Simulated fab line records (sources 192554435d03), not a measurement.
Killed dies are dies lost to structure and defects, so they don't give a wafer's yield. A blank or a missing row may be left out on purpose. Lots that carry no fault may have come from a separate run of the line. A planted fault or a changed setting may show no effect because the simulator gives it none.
The tool behind it: which one?    flow n5-finfet    24 lots with 72 wafers sampled at 3 steps, on a route of 1938 steps

WHAT EACH GAUGE READ, for each wafer
N5_BEOL_M0_INSPECT_127: inspects for defects (darkfield). Usual: raw-defect-count 68, standard deviation 22.
lot   measured      on                 raw-defect-count  flag
L074  day 6 03:12   defect-inspect-02  56 32 83          
L075  day 6 05:44   defect-inspect-02  76 62 75          
L076  day 6 11:44   defect-inspect-02  94 131 102        
L077  day 6 21:22   defect-inspect-01  78 55 50          
L078  day 6 21:47   defect-inspect-02  89 75 53          
L079  day 7 04:56   defect-inspect-02  61 57 86          
L080  day 8 01:17   defect-inspect-02  65 75 101         
L081  day 8 00:43   defect-inspect-02  68 74 88          
L082  day 8 03:28   defect-inspect-02  64 72 66          
L083  day 8 10:46   defect-inspect-02  53 20 36          
L084  day 8 10:56   defect-inspect-02  41 42 54          
L085  day 8 17:54   defect-inspect-02  39 45 53          
L086  day 8 22:47   defect-inspect-02  56 62 72          
L087  day 9 07:05   defect-inspect-02  61 50 82          
L088  day 9 08:33   defect-inspect-02  47 49 44          
L089  day 9 19:48   defect-inspect-02  52 47 41          
L090  day 10 00:36  defect-inspect-02  74 83 121         
L091  day 10 04:16  defect-inspect-02  68 70 138         
L092  day 10 09:56  defect-inspect-02  64 82 47          
L093  day 10 21:02  defect-inspect-02  58 45 58          
L094  day 10 21:22  defect-inspect-02  83 73 71          
L095  day 11 09:06  defect-inspect-02  90 76 118         
L096  day 11 17:30  defect-inspect-01  63 36 44          
L097  day 12 02:53  defect-inspect-01  67 61 67          

WHICH TOOL RAN EACH LOT (tool, then ch and the chambers of the sampled wafers, then the start)
lot   N5_BEOL_M0_STRIP_104                N5_BEOL_M0_SURFACE_TREAT_137
L074  rie-diel-05 ch 0,1,2, day 5 23:11   pvd-sputter-03, day 6 00:50
L075  rie-diel-05 ch 1,2, day 6 01:20     pvd-sputter-01, day 6 02:31
L076  rie-diel-04 ch 0,1,2, day 6 08:09   pvd-sputter-01, day 6 09:39
L077  rie-diel-01 ch 1,2, day 6 17:47     pvd-sputter-01, day 6 19:01
L078  rie-diel-01 ch 0,1,3, day 6 18:23   pvd-sputter-03, day 6 20:02
L079  rie-diel-05 ch 0,3, day 7 01:35     pvd-sputter-02, day 7 02:34
L080  rie-diel-05 ch 1,2,3, day 7 09:44   pvd-sputter-01, day 7 23:41
L081  rie-diel-01 ch 0,1,2, day 7 19:32   pvd-sputter-01, day 7 22:51
L082  rie-diel-04 ch 1,2, day 7 23:29     pvd-sputter-01, day 8 01:51
L083  rie-diel-01 ch 0,1,3, day 8 07:41   pvd-sputter-01, day 8 08:38
L084  rie-diel-01 ch 0,1,3, day 8 07:46   pvd-sputter-02, day 8 09:11
L085  rie-diel-04 ch 0,2,3, day 8 13:38   pvd-sputter-03, day 8 16:11
L086  rie-diel-01 ch 0,3, day 8 19:40     pvd-sputter-01, day 8 21:09
L087  rie-diel-01 ch 0,1,3, day 9 02:55   pvd-sputter-02, day 9 05:25
L088  rie-diel-05 ch 0,1,2, day 9 05:28   pvd-sputter-03, day 9 06:55
L089  rie-diel-05 ch 0,1, day 9 16:33     pvd-sputter-01, day 9 17:50
L090  rie-diel-01 ch 0,2,3, day 9 20:17   pvd-sputter-01, day 9 21:56
L091  rie-diel-05 ch 1,2,3, day 10 00:49  pvd-sputter-01, day 10 02:31
L092  rie-diel-04 ch 0,3, day 10 07:07    pvd-sputter-01, day 10 08:14
L093  rie-diel-01 ch 1,3, day 10 16:32    pvd-sputter-01, day 10 17:43
L094  rie-diel-01 ch 1,2,3, day 10 16:38  pvd-sputter-01, day 10 17:52
L095  rie-diel-05 ch 0,2, day 11 05:22    pvd-sputter-01, day 11 06:31
L096  rie-diel-05 ch 0,1,2, day 11 14:02  pvd-sputter-03, day 11 15:34
L097  rie-diel-04 ch 0,1,2, day 11 20:39  pvd-sputter-03, day 12 01:13
- N5_BEOL_M0_STRIP_104: strips in N2/H2.
- N5_BEOL_M0_SURFACE_TREAT_137

AS READ BY THE TOOLS THEMSELVES (means over the sampled wafers that have a number; for cases with no such wafer, the mark the record gives instead)
N5_BEOL_M0_STRIP_104. Usual: drypump-motor-current-A 5.6 A, standard deviation 0.43; n2-flow-sccm 200.0 sccm, standard deviation 0.56; oes-product-au 0.75 a.u., standard deviation 0.056; power-w 449.9 W, standard deviation 1.3; rf-vpp-V 59.1 V, standard deviation 1.7; showerhead-plenum-p-Torr 2.52 Torr, standard deviation 0.098; throttle-valve-pct 23.6 %, standard deviation 0.32.
lot   tool         drypump-motor-current-A (A)  n2-flow-sccm (sccm)  oes-product-au (a.u.)  power-w (W)  rf-vpp-V (V)  showerhead-plenum-p-Torr (Torr)  throttle-valve-pct (%)  flag
L074  rie-diel-05  5.6                          200.9                0.75                   448.8        61.1          2.51                             23.5                    
L075  rie-diel-05  5.8                          199.9                0.78                   449.9        59.5          2.54                             23.6                    
L076  rie-diel-04  5.9                          200.6                0.82                   449.3        60.3          2.53                             23.5                    
L077  rie-diel-01  5.3                          199.8                0.76                   449.8        59.8          2.60                             24.1                    
L078  rie-diel-01  5.7                          199.7                0.76                   450.2        59.7          2.57                             23.5                    
L079  rie-diel-05  5.3                          199.5                0.71                   450.2        59.2          2.39                             23.4                    
L080  rie-diel-05  5.7                          199.7                0.73                   450.5        59.3          2.49                             23.4                    
L081  rie-diel-01  5.7                          200.3                0.74                   448.7        60.3          2.61                             23.8                    
L082  rie-diel-04  6.0                          200.5                0.80                   452.1        59.7          2.48                             23.7                    
L083  rie-diel-01  5.7                          200.6                0.76                   449.6        60.1          2.56                             23.5                    
L084  rie-diel-01  5.7                          199.5                0.75                   449.5        58.9          2.56                             23.6                    
L085  rie-diel-04  5.6                          200.1                0.82                   449.8        60.3          2.52                             23.5                    
L086  rie-diel-01  5.9                          199.8                0.71                   450.4        58.7          2.53                             23.6                    
L087  rie-diel-01  5.7                          200.1                0.75                   448.5        58.2          2.56                             23.6                    
L088  rie-diel-05  5.5                          199.8                0.73                   450.1        58.5          2.50                             23.6                    
L089  rie-diel-05  5.8                          200.0                0.77                   449.5        57.7          2.48                             23.9                    
L090  rie-diel-01  5.5                          200.2                0.71                   450.4        58.7          2.51                             23.8                    
L091  rie-diel-05  5.7                          200.8                0.72                   450.5        60.3          2.48                             23.4                    
L092  rie-diel-04  5.7                          200.0                0.77                   450.1        59.5          2.51                             23.4                    
L093  rie-diel-01  5.3                          200.0                0.77                   451.7        57.6          2.49                             23.5                    
L094  rie-diel-01  5.3                          200.0                0.74                   449.3        58.1          2.54                             23.8                    
L095  rie-diel-05  5.2                          200.0                0.71                   449.9        58.9          2.52                             23.3                    
L096  rie-diel-05  5.5                          199.8                0.72                   449.8        58.3          2.49                             23.6                    
L097  rie-diel-04  5.8                          199.8                0.78                   450.7        57.1          2.51                             23.6                    

THE ANSWER, worked out from the rows above alone
Rule: a lot counts as off when the mean over its wafers that have a number is more than 3 standard deviations away from the usual mean. A lot without any number at a reading at which 4 lots or more have one is off too. All remaining lots with rows at the step are treated as sound. After the gauges, taken in route order, come the tools' own readings; for these a lot's mean is taken, as printed above. At the first step where some lot is off, the reading lying furthest off is the one used; lots without a number count as furthest.
No lot is off at any reading shown: from this, nothing can be told.

WHAT THE SIMULATOR HAD PUT IN
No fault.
